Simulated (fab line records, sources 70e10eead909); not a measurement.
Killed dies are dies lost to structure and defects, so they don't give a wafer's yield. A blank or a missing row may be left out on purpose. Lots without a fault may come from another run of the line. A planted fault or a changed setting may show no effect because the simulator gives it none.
Which tool did it? | flow nand_harc | 6 lots, 18 wafers sampled, at 3 steps of a route of 1159

WHAT THE GAUGES READ, wafer by wafer
NHARC_A_ONON_D1_THK_MEAS_24: measures by ellipsometry.
lot  | measured     | on            | thk_nm (nm)
L150 | day 8 16:48  | film_metro-02 | 1000 1000 1000
L155 | day 9 17:49  | film_metro-02 | 994 996 996
L157 | day 10 03:52 | film_metro-02 | 1004 1005 1006
L161 | day 11 04:59 | film_metro-02 | 1010 1008 1009
L159 | day 11 05:08 | film_metro-01 | 1002 1004 1003
L165 | day 12 01:37 | film_metro-01 | 1501 1501 1006

WHICH TOOL RAN EACH LOT (tool, then ch and the chambers of the sampled wafers, then the start)
lot  | NHARC_A_ZERO_WELL_DESCUM_12        | NHARC_A_ONON_D1_DEP_22
L150 | rie_diel-03 ch 0,1, day 7 07:01    | pecvd_onon-03 ch 0, day 8 16:17
L155 | rie_diel-03 ch 0,2,3, day 8 08:32  | pecvd_onon-04 ch 0, day 9 17:17
L157 | rie_diel-10 ch 0,3, day 8 17:56    | pecvd_onon-03 ch 0, day 10 03:22
L161 | rie_diel-10 ch 1,2,3, day 9 19:29  | pecvd_onon-03 ch 0, day 11 04:28
L159 | rie_diel-03 ch 2,3, day 9 20:47    | pecvd_onon-02 ch 0, day 11 04:37
L165 | rie_diel-03 ch 0,1,3, day 10 18:41 | pecvd_onon-03 ch 0, day 12 01:07
- NHARC_A_ZERO_WELL_DESCUM_12: chemistry O2, time 3 s.
- NHARC_A_ONON_D1_DEP_22: target thk 1000 nm.

THE ANSWER, worked out from the rows above alone
Rule: what is usual is taken from the lots themselves. Put in order of their means at a reading, lots are off if they are a third of the lots or fewer, leave a main group of 4 or more, and stand apart from it by a gap of 3 or more times the standard deviation of the main group's means; of several such gaps the widest counts. A main group whose means are all the same, to the digits that the tables above print for the reading, isn't used. A lot without any number at a reading at which 4 lots or more have one is off too. The other lots that the step has rows for count as sound.
Off: L165, at NHARC_A_ONON_D1_THK_MEAS_24 (thk_nm). The main group: mean 1002 nm, standard deviation 4.6.
A tool fits if, at a process step before that reading, it ran every lot that is off, and no sound lot after the first of them. The gauges at NHARC_A_ONON_D1_THK_MEAS_24 are tried like those tools. Can't be told from this: 3 tools fit, rie_diel-03 at NHARC_A_ZERO_WELL_DESCUM_12, pecvd_onon-03 at NHARC_A_ONON_D1_DEP_22, film_metro-01 at NHARC_A_ONON_D1_THK_MEAS_24.

WHAT THE SIMULATOR HAD PUT IN
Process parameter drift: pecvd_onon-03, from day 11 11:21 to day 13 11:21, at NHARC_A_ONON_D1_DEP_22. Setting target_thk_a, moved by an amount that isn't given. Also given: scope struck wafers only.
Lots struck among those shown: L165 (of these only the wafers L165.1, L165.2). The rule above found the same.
